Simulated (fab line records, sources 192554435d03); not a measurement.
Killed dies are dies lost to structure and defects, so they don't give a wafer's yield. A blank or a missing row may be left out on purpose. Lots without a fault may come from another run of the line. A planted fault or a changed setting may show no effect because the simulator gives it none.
Which tool did it? | flow n5_finfet | 10 lots, 26 wafers sampled, at 5 steps of a route of 1938

WHAT THE GAUGES READ, wafer by wafer
N5_BEOL_M4_RC_MEAS_101. Usual: DIBL_N 36.9 mV/V, standard deviation 2.1; DIBL_P 37.1 mV/V, standard deviation 2.5; IOFF_N 0.17 nA/um, standard deviation 0.039; IOFF_P 0.23 nA/um, standard deviation 0.043; ION_N 673 uA/um, standard deviation 15; ION_P 462 uA/um, standard deviation 9.1; SS_N 71.8 mV/dec, standard deviation 0.69; SS_P 73.6 mV/dec, standard deviation 0.74; VT_N 250 mV, standard deviation 3.6; VT_P -249.7 mV, standard deviation 2.9.
lot  | measured     | on        | DIBL_N (mV/V)  | DIBL_P (mV/V)  | IOFF_N (nA/um) | IOFF_P (nA/um) | ION_N (uA/um) | ION_P (uA/um) | SS_N (mV/dec)  | SS_P (mV/dec)  | VT_N (mV)   | VT_P (mV)            | flag
L589 | day 8 13:13  | prober-02 | 40.9 39.4      | 43.9 41.2      | 0.29 0.23      | 0.35 0.29      | 703 682       | 476 461       | 72.5 72.1      | 75.0 74.2      | 241 245     | -245.6 -245.4        |
L592 | day 9 03:45  | prober-01 | 38.2 40.7      | 38.3 40.6      | 0.17 0.23      | 0.27 0.31      | 664 681       | 468 468       | 71.4 72.2      | 73.9 74.6      | 247 247     | -245.9 -244.4        |
L593 | day 9 06:20  | prober-01 | 35.2 38.6 39.4 | 34.9 38.4 39.8 | 0.13 0.20 0.21 | 0.19 0.26 0.27 | 657 673 680   | 453 462 467   | 71.6 71.9 71.9 | 72.6 73.9 73.5 | 254 250 245 | -252.9 -246.8 -245.6 |
L594 | day 9 13:22  | prober-02 | 36.1 36.6 36.8 | 34.1 36.1 36.1 | 0.13 0.14 0.15 | 0.19 0.22 0.23 | 668 676 654   | 461 470 456   | 70.6 71.1 71.0 | 72.6 72.7 73.3 | 256 251 252 | -251.9 -249.4 -248.9 |
L598 | day 11 02:04 | prober-01 | 32.4 36.7      | 32.4 37.9      | 0.10 0.17      | 0.16 0.26      | 649 680       | 451 476       | 70.4 71.5      | 72.7 74.5      | 258 250     | -252.9 -247.2        |
L605 | day 12 15:34 | prober-01 | 34.4 37.2 38.1 | 34.4 37.1 38.7 | 0.12 0.17 0.19 | 0.16 0.19 0.22 | 665 671 687   | 450 457 462   | 71.6 71.5 71.6 | 73.0 73.6 73.9 | 254 249 246 | -251.9 -252.1 -250.4 |
L609 | day 13 14:06 | prober-02 | 37.3 33.3 37.4 | 35.9 32.1 37.0 | 0.17 0.11 0.19 | 0.21 0.15 0.23 | 681 664 700   | 462 455 474   | 72.1 70.4 71.9 | 73.4 72.4 73.5 | 248 254 245 | -250.6 -254.1 -250.7 |
L610 | day 13 14:38 | prober-01 | 34.0 39.7      | 35.0 42.6      | 0.15 0.27      | 0.20 0.35      | 686 712       | 473 485       | 71.6 73.2      | 73.2 75.6      | 247 242     | -249.2 -245.4        |

WHICH TOOL RAN EACH LOT (tool, then ch and the chambers of the sampled wafers, then the start)
lot  | N5_DUMMY_GATE_CMP_04         | N5_DUMMY_GATE_HM_OPEN_21          | N5_DUMMY_GATE_ETCH_42             | N5_SPACER0_ALD_08
L589 | cmp-01 ch 0,3, day 3 05:44   | rie_diel-04 ch 0,2, day 3 11:07   | rie_diel-04 ch 2, day 3 11:31     | ald_sin-04 ch 1,2, day 3 12:12
L592 | cmp-04 ch 0, day 4 00:20     | rie_diel-04 ch 1,2, day 4 05:29   | rie_diel-01 ch 0,1, day 4 05:53   | ald_sin-01 ch 2,3, day 4 07:04
L593 | cmp-04 ch 0,1,3, day 4 04:38 | rie_diel-02 ch 0,1,2, day 4 09:59 | rie_diel-02 ch 0,2, day 4 10:24   | ald_sin-01 ch 2,3, day 4 11:05
L594 | cmp-01 ch 0,1,2, day 4 10:23 | rie_diel-04 ch 2,3, day 4 15:34   | rie_diel-02 ch 1,2, day 4 15:59   | ald_sin-04 ch 0,1, day 4 16:54
L598 | cmp-03 ch 3, day 5 16:30     | rie_diel-01 ch 2,3, day 5 21:39   | rie_diel-01 ch 3, day 5 22:04     | ald_sin-03 ch 1,3, day 5 23:13
L603 | cmp-03 ch 2,3, day 6 20:38   | rie_diel-02 ch 0,1,3, day 7 01:56 | rie_diel-01 ch 0,1,2, day 7 02:20 | -
L604 | cmp-04 ch 0,2,3, day 7 00:52 | rie_diel-04 ch 0,1,3, day 7 06:25 | rie_diel-01 ch 1,2, day 7 06:49   | -
L605 | cmp-01 ch 0,1,2, day 7 06:29 | rie_diel-02 ch 1,3, day 7 12:13   | rie_diel-01 ch 1,2,3, day 7 12:38 | ald_sin-04 ch 1,2, day 7 13:31
L609 | cmp-03 ch 1,2, day 8 05:55   | rie_diel-02 ch 1,3, day 8 11:06   | rie_diel-04 ch 1,2,3, day 8 11:31 | ald_sin-03 ch 1,2, day 8 12:12
L610 | cmp-01 ch 2,3, day 8 12:29   | rie_diel-02 ch 1,2, day 8 17:53   | rie_diel-02 ch 1,3, day 8 18:17   | ald_sin-03 ch 0,3, day 8 18:56
- N5_DUMMY_GATE_CMP_04: polishes a-Si.
- N5_DUMMY_GATE_HM_OPEN_21: chemistry CH3F/O2, target SiNx, target depth 120 nm, time 171.4 s.
- N5_DUMMY_GATE_ETCH_42: etches SiO2 in CHF3/O2, target depth 3.5 nm, time 31 s.
- N5_SPACER0_ALD_08: deposits SiNx, target thk 2 nm.

WHAT THE TOOLS THEMSELVES READ (means of the sampled wafers that have a number; where no wafer has one, the mark that the record gives instead)
N5_DUMMY_GATE_CMP_04. Usual: motor_current_A 10.2 A, standard deviation 1.1; time_to_endpoint_s 14 s, standard deviation 3.3.
lot  | tool   | motor_current_A (A) | time_to_endpoint_s (s) | flag
L589 | cmp-01 | 10.4                | 18                     |
L592 | cmp-04 | 10.1                | 14                     |
L593 | cmp-04 | 10.7                | 13                     |
L594 | cmp-01 | 10.5                | 14                     |
L598 | cmp-03 | 8.8                 | 18                     |
L603 | cmp-03 | 9.5                 | 16                     |
L604 | cmp-04 | 10.3                | 15                     |
L605 | cmp-01 | 10.2                | 17                     |
L609 | cmp-03 | 9.9                 | 13                     |
L610 | cmp-01 | 10.9                | 16                     |

N5_DUMMY_GATE_HM_OPEN_21. Usual: CH3F_flow_sccm 29.99 sccm, standard deviation 0.091; O2_flow_sccm 23.00 sccm, standard deviation 0.074; chamber_pressure_mTorr 29.999 mTorr, standard deviation 0.027; drypump_motor_current_A 6.0 A, standard deviation 0.54; oes_product_au 0.79 a.u., standard deviation 0.083; rf_vpp_V 298 V, standard deviation 8.9; showerhead_plenum_p_Torr 2.02 Torr, standard deviation 0.066; throttle_valve_pct 16.36 %, standard deviation 0.26.
lot  | tool        | CH3F_flow_sccm (sccm) | O2_flow_sccm (sccm) | chamber_pressure_mTorr (mTorr) | drypump_motor_current_A (A) | oes_product_au (a.u.) | rf_vpp_V (V) | showerhead_plenum_p_Torr (Torr) | throttle_valve_pct (%) | flag
L589 | rie_diel-04 | 30.04                 | 22.93               | 30.017                         | 5.9                         | 0.75                  | 312          | 2.02                            | 16.35                  |
L592 | rie_diel-04 | 30.01                 | 23.01               | 29.973                         | 5.3                         | 0.85                  | 299          | 2.00                            | 16.29                  |
L593 | rie_diel-02 | 29.97                 | 22.98               | 29.996                         | 5.7                         | 0.72                  | 290          | 2.00                            | 16.56                  |
L594 | rie_diel-04 | 29.85                 | 22.94               | 30.018                         | 6.3                         | 0.81                  | 300          | 1.94                            | 16.15                  |
L598 | rie_diel-01 | 30.00                 | 23.00               | 29.998                         | 6.5                         | 0.77                  | 299          | 1.97                            | 16.08                  |
L603 | rie_diel-02 | -                     | -                   | -                              | -                           | -                     | -            | -                               | -                      | OFF
L604 | rie_diel-04 | -                     | -                   | -                              | -                           | -                     | -            | -                               | -                      | OFF
L605 | rie_diel-02 | 29.96                 | 23.07               | 29.976                         | 5.5                         | 0.74                  | 301          | 2.02                            | 16.55                  |
L609 | rie_diel-02 | 29.99                 | 22.99               | 30.006                         | 5.8                         | 0.71                  | 303          | 2.01                            | 16.67                  |
L610 | rie_diel-02 | 30.03                 | 22.95               | 30.004                         | 5.8                         | 0.81                  | 296          | 2.08                            | 16.30                  |

N5_DUMMY_GATE_ETCH_42. Usual: chamber_pressure_mTorr 30.001 mTorr, standard deviation 0.026; drypump_motor_current_A 6.0 A, standard deviation 0.55; oes_product_au 0.80 a.u., standard deviation 0.082; rf_vpp_V 42.1 V, standard deviation 1.1; showerhead_plenum_p_Torr 2.40 Torr, standard deviation 0.078; throttle_valve_pct 18.65 %, standard deviation 0.28.
lot  | tool        | chamber_pressure_mTorr (mTorr) | drypump_motor_current_A (A) | oes_product_au (a.u.) | rf_vpp_V (V) | showerhead_plenum_p_Torr (Torr) | throttle_valve_pct (%) | flag
L589 | rie_diel-04 | 29.992                         | 5.8                         | 0.75                  | 42.8         | 2.31                            | 18.51                  |
L592 | rie_diel-01 | 29.992                         | 5.8                         | 0.95                  | 41.0         | 2.42                            | 18.59                  |
L593 | rie_diel-02 | 30.008                         | 5.8                         | 0.70                  | 41.0         | 2.41                            | 19.02                  |
L594 | rie_diel-02 | 30.000                         | 5.6                         | 0.74                  | 41.6         | 2.37                            | 18.77                  |
L598 | rie_diel-01 | 30.001                         | 6.3                         | 0.75                  | 40.8         | 2.39                            | 18.44                  |
L603 | rie_diel-01 | 29.996                         | 6.1                         | 0.87                  | 41.3         | 2.37                            | 18.51                  |
L604 | rie_diel-01 | 30.000                         | 6.5                         | 0.86                  | 41.0         | 2.42                            | 18.75                  |
L605 | rie_diel-01 | 29.995                         | 6.5                         | 0.80                  | 40.9         | 2.39                            | 18.58                  |
L609 | rie_diel-04 | 29.992                         | 5.8                         | 0.81                  | 41.9         | 2.36                            | 18.59                  |
L610 | rie_diel-02 | 29.989                         | 5.7                         | 0.73                  | 43.2         | 2.40                            | 18.92                  |

N5_SPACER0_ALD_08. Usual: heater_power_w 846 W, standard deviation 110.
lot  | tool       | heater_power_w (W) | flag
L589 | ald_sin-04 | 879                |
L592 | ald_sin-01 | 984                |
L593 | ald_sin-01 | 925                |
L594 | ald_sin-04 | 762                |
L598 | ald_sin-03 | 852                |
L605 | ald_sin-04 | 854                |
L609 | ald_sin-03 | 878                |
L610 | ald_sin-03 | 895                |

THE ANSWER, worked out from the rows above alone
Rule: a lot is off if the mean of its wafers that have a number lies more than 3 standard deviations from the usual mean. A lot without any number at a reading at which 4 lots or more have one is off too. The other lots that the step has rows for count as sound. The gauges are gone through in route order, then the tools' own readings, and for those a lot's mean is taken as printed above. The first step at which some lot is off is used, and at that step the reading that is off furthest; a lot without a number counts as furthest.
Off: L603, L604, at N5_DUMMY_GATE_HM_OPEN_21 (CH3F_flow_sccm). Without a number there: L603, L604.
A tool fits if, at that step or a process step before it, it ran every lot that is off, and no sound lot after the first of them. None of those tried fits.

WHAT THE SIMULATOR HAD PUT IN
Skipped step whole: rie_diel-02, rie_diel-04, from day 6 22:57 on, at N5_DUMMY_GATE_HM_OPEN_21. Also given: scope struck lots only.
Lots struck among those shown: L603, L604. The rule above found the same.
